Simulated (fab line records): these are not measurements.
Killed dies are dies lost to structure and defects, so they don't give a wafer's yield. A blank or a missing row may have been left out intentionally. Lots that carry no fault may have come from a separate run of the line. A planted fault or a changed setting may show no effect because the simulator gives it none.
Which tool was responsible? || flow n5-finfet || 11 lots with 33 wafers sampled at 6 steps, on a route of 1938 steps

== WHAT THE GAUGES READ, wafer by wafer ==
N5_GATE_CUT_THK_MEAS_24.
{"lot": "L075", "measured": "day 5 00:19", "on": "film-metro-01", "GC_FILL_THK (nm)": "220.6 224.2 224.2"}
{"lot": "L077", "measured": "day 5 09:35", "on": "film-metro-01", "GC_FILL_THK (nm)": "220.3 218.4 221.2"}
{"lot": "L079", "measured": "day 5 22:13", "on": "film-metro-02", "GC_FILL_THK (nm)": "216.3 218.6 220.8"}
{"lot": "L082", "measured": "day 6 14:31", "on": "film-metro-02", "GC_FILL_THK (nm)": "220.8 221.0 220.6"}
{"lot": "L084", "measured": "day 7 02:08", "on": "film-metro-02", "GC_FILL_THK (nm)": "218.3 219.5 219.4"}
{"lot": "L086", "measured": "day 7 14:50", "on": "film-metro-01", "GC_FILL_THK (nm)": "220.4 219.4 221.3"}
{"lot": "L088", "measured": "day 8 05:37", "on": "film-metro-01", "GC_FILL_THK (nm)": "216.4 220.3 220.9"}
{"lot": "L090", "measured": "day 8 13:06", "on": "film-metro-01", "GC_FILL_THK (nm)": "218.8 220.6 221.8"}
{"lot": "L092", "measured": "day 9 03:17", "on": "film-metro-01", "GC_FILL_THK (nm)": "220.0 220.3 222.1"}
{"lot": "L095", "measured": "day 10 01:46", "on": "film-metro-02", "GC_FILL_THK (nm)": "217.1 218.2 217.8"}
{"lot": "L097", "measured": "day 10 09:20", "on": "film-metro-01", "GC_FILL_THK (nm)": "220.2 221.7 220.4"}

== TOOL THAT RAN EACH LOT (tool first, then ch and the chambers of the sampled wafers, then the start) ==
{"lot": "L075", "N5_GATE_CUT_SAC_CAP_01": "ald-sin-02 ch 0,1,2, day 4 17:05", "N5_GATE_CUT_ETCH_28": "rie-diel-01 ch 0,1, day 4 20:20", "N5_GATE_CUT_ETCH_36": "rie-diel-01 ch 0,1, day 4 20:22", "N5_GATE_CUT_STRIP_42": "rie-diel-01 ch 0,1, day 4 20:33", "N5_GATE_CUT_CUT_ETCH_54": "rie-metal-02 ch 0, day 4 20:52"}
{"lot": "L077", "N5_GATE_CUT_SAC_CAP_01": "ald-sin-01 ch 2,3, day 5 03:52", "N5_GATE_CUT_ETCH_28": "rie-diel-03 ch 0,2, day 5 07:01", "N5_GATE_CUT_ETCH_36": "rie-diel-03 ch 0,2, day 5 07:02", "N5_GATE_CUT_STRIP_42": "rie-diel-03 ch 0,2, day 5 07:13", "N5_GATE_CUT_CUT_ETCH_54": "rie-metal-02 ch 0,1, day 5 07:25"}
{"lot": "L079", "N5_GATE_CUT_SAC_CAP_01": "ald-sin-01 ch 0,1,3, day 5 16:21", "N5_GATE_CUT_ETCH_28": "rie-diel-03 ch 2,3, day 5 19:38", "N5_GATE_CUT_ETCH_36": "rie-diel-03 ch 2,3, day 5 19:39", "N5_GATE_CUT_STRIP_42": "rie-diel-03 ch 2,3, day 5 19:50", "N5_GATE_CUT_CUT_ETCH_54": "rie-metal-01 ch 0,1, day 5 20:03"}
{"lot": "L082", "N5_GATE_CUT_SAC_CAP_01": "ald-sin-02 ch 1,3, day 6 08:49", "N5_GATE_CUT_ETCH_28": "rie-diel-03 ch 0,1,2, day 6 11:55", "N5_GATE_CUT_ETCH_36": "rie-diel-03 ch 0,1,2, day 6 11:56", "N5_GATE_CUT_STRIP_42": "rie-diel-03 ch 0,1,2, day 6 12:07", "N5_GATE_CUT_CUT_ETCH_54": "rie-metal-01 ch 0,1, day 6 12:20"}
{"lot": "L084", "N5_GATE_CUT_SAC_CAP_01": "ald-sin-01 ch 0,1,3, day 6 20:26", "N5_GATE_CUT_ETCH_28": "rie-diel-05 ch 0,1,3, day 6 23:32", "N5_GATE_CUT_ETCH_36": "rie-diel-05 ch 0,1,3, day 6 23:34", "N5_GATE_CUT_STRIP_42": "rie-diel-05 ch 0,1,3, day 6 23:45", "N5_GATE_CUT_CUT_ETCH_54": "rie-metal-01 ch 0,1, day 6 23:59"}
{"lot": "L086", "N5_GATE_CUT_SAC_CAP_01": "ald-sin-02 ch 0,1,2, day 7 09:08", "N5_GATE_CUT_ETCH_28": "rie-diel-03 ch 0,1,2, day 7 12:14", "N5_GATE_CUT_ETCH_36": "rie-diel-03 ch 0,1,2, day 7 12:15", "N5_GATE_CUT_STRIP_42": "rie-diel-03 ch 0,1,2, day 7 12:26", "N5_GATE_CUT_CUT_ETCH_54": "rie-metal-03 ch 0,1, day 7 12:39"}
{"lot": "L088", "N5_GATE_CUT_SAC_CAP_01": "ald-sin-04 ch 1,2,3, day 7 23:56", "N5_GATE_CUT_ETCH_28": "rie-diel-05 ch 1,2, day 8 03:02", "N5_GATE_CUT_ETCH_36": "rie-diel-05 ch 1,2, day 8 03:03", "N5_GATE_CUT_STRIP_42": "rie-diel-05 ch 1,2, day 8 03:14", "N5_GATE_CUT_CUT_ETCH_54": "rie-metal-02 ch 0,1, day 8 03:27"}
{"lot": "L090", "N5_GATE_CUT_SAC_CAP_01": "ald-sin-01 ch 0,1,3, day 8 07:17", "N5_GATE_CUT_ETCH_28": "rie-diel-05 ch 0,1, day 8 10:31", "N5_GATE_CUT_ETCH_36": "rie-diel-05 ch 0,1, day 8 10:32", "N5_GATE_CUT_STRIP_42": "rie-diel-05 ch 0,1, day 8 10:43", "N5_GATE_CUT_CUT_ETCH_54": "rie-metal-03 ch 0,1, day 8 10:56"}
{"lot": "L092", "N5_GATE_CUT_SAC_CAP_01": "ald-sin-04 ch 0,2,3, day 8 21:14", "N5_GATE_CUT_ETCH_28": "rie-diel-03 ch 2,3, day 9 00:26", "N5_GATE_CUT_ETCH_36": "rie-diel-03 ch 2,3, day 9 00:27", "N5_GATE_CUT_STRIP_42": "rie-diel-03 ch 2,3, day 9 00:38", "N5_GATE_CUT_CUT_ETCH_54": "rie-metal-01 ch 0, day 9 00:55"}
{"lot": "L095", "N5_GATE_CUT_SAC_CAP_01": "ald-sin-01 ch 0,1,2, day 9 20:03", "N5_GATE_CUT_ETCH_28": "rie-diel-03 ch 0,2,3, day 9 23:08", "N5_GATE_CUT_ETCH_36": "rie-diel-03 ch 0,2,3, day 9 23:10", "N5_GATE_CUT_STRIP_42": "rie-diel-03 ch 0,2,3, day 9 23:21", "N5_GATE_CUT_CUT_ETCH_54": "rie-metal-03 ch 0,1, day 9 23:34"}
{"lot": "L097", "N5_GATE_CUT_SAC_CAP_01": "ald-sin-02 ch 1,2, day 10 03:17", "N5_GATE_CUT_ETCH_28": "rie-diel-01 ch 1,3, day 10 06:44", "N5_GATE_CUT_ETCH_36": "rie-diel-01 ch 1,3, day 10 06:46", "N5_GATE_CUT_STRIP_42": "rie-diel-01 ch 1,3, day 10 06:57", "N5_GATE_CUT_CUT_ETCH_54": "rie-metal-01 ch 0,1, day 10 07:10"}
- N5_GATE_CUT_SAC_CAP_01: material SiNx, target thk 24 nm, pulse time 1 s, ald cycles 480.
- N5_GATE_CUT_ETCH_28: etches underlayer in N2/H2, target depth 13 nm, time 10.4 s.
- N5_GATE_CUT_ETCH_36: etches SiARC in CF4, target depth 13 nm, time 21.7 s.
- N5_GATE_CUT_STRIP_42: strips in O2.
- N5_GATE_CUT_CUT_ETCH_54: etches TiN in Cl2/BCl3, target depth 96.7 nm.

== THE ANSWER, worked out from the rows above alone ==
Rule: the usual values come from the lots themselves. Put in order of their means at a reading, lots are off if they are a third of the lots or fewer, leave a main group of 4 or more, and stand apart from it by a gap of 3 or more times the standard deviation of the main group's means; of several such gaps the widest counts. Not used: any main group whose means are identical at the precision the tables above print for the reading. A lot without any number at a reading at which 4 lots or more have one is off too. Where the step has rows for the other lots, those lots are counted as sound.
No lot is off at any reading shown: from this, nothing can be told.

== WHAT THE SIMULATOR HAD INSERTED ==
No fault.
